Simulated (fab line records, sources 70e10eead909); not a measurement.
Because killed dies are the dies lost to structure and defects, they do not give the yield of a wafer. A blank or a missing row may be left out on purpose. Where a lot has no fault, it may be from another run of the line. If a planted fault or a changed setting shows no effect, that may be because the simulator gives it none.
Matching of chambers :: flow nandHarc :: 4 sister chambers for NHARC_A_CHANNEL_FILL_D2_ETCHBACK_19 on rieSi-05
The step etches the open film in HBr/Cl2, target depth 5 nm, time 1.7 s. 4 wafers are shown with their chamber, then 10 later ones without.

== WAFERS WITH THEIR CHAMBER ==
wafer: L086.5
chamber: 1
drypumpMotorCurrentA (A): 6.1

wafer: L090.1
chamber: 3
drypumpMotorCurrentA (A): 5.7

wafer: L091.1
chamber: 2
drypumpMotorCurrentA (A): 6.2

wafer: L091.2
chamber: 0
drypumpMotorCurrentA (A): 5.4

== WAFERS WHOSE CHAMBER IS MISSING ==
wafer: L091.3
drypumpMotorCurrentA (A): 5.7

wafer: L093.1
drypumpMotorCurrentA (A): 6.2

wafer: L093.2
drypumpMotorCurrentA (A): 5.4

wafer: L093.5
drypumpMotorCurrentA (A): 5.4

wafer: L095.1
drypumpMotorCurrentA (A): 5.4

wafer: L095.2
drypumpMotorCurrentA (A): 6.0

wafer: L095.3
drypumpMotorCurrentA (A): 5.7

wafer: L097.2
drypumpMotorCurrentA (A): 6.2

wafer: L097.5
drypumpMotorCurrentA (A): 5.7

wafer: L097.6
drypumpMotorCurrentA (A): 6.2

== THE CHAMBER EACH PASSED THROUGH ==
wafer: L091.3
from the rows above: 3
in truth: 3

wafer: L093.1
from the rows above: 2
in truth: 2

wafer: L093.2
from the rows above: 0
in truth: 0

wafer: L093.5
from the rows above: 0
in truth: 0

wafer: L095.1
from the rows above: 0
in truth: 0

wafer: L095.2
from the rows above: 1
in truth: 1

wafer: L095.3
from the rows above: 3
in truth: 3

wafer: L097.2
from the rows above: 2
in truth: 2

wafer: L097.5
from the rows above: 3
in truth: 3

wafer: L097.6
from the rows above: 2
in truth: 2
Correct placement for 10 of the 10. Not placeable from these rows: 0. 0 placed wrongly.
How it was worked out, from the rows above alone: a wafer's distance from a chamber is the root of the sum, over the readings, of the square of ((its reading less the chamber's mean) divided by the reading's scatter). If the next closest chamber is less than 2 further off than the closest, the wafer can't be placed; otherwise it belongs to the closest. For every chamber, the mean is computed from those of its wafers that are shown. The scatter (one wafer shown for each chamber): square how far every hidden wafer sits from the nearest shown wafer, average those squares and take the square root.
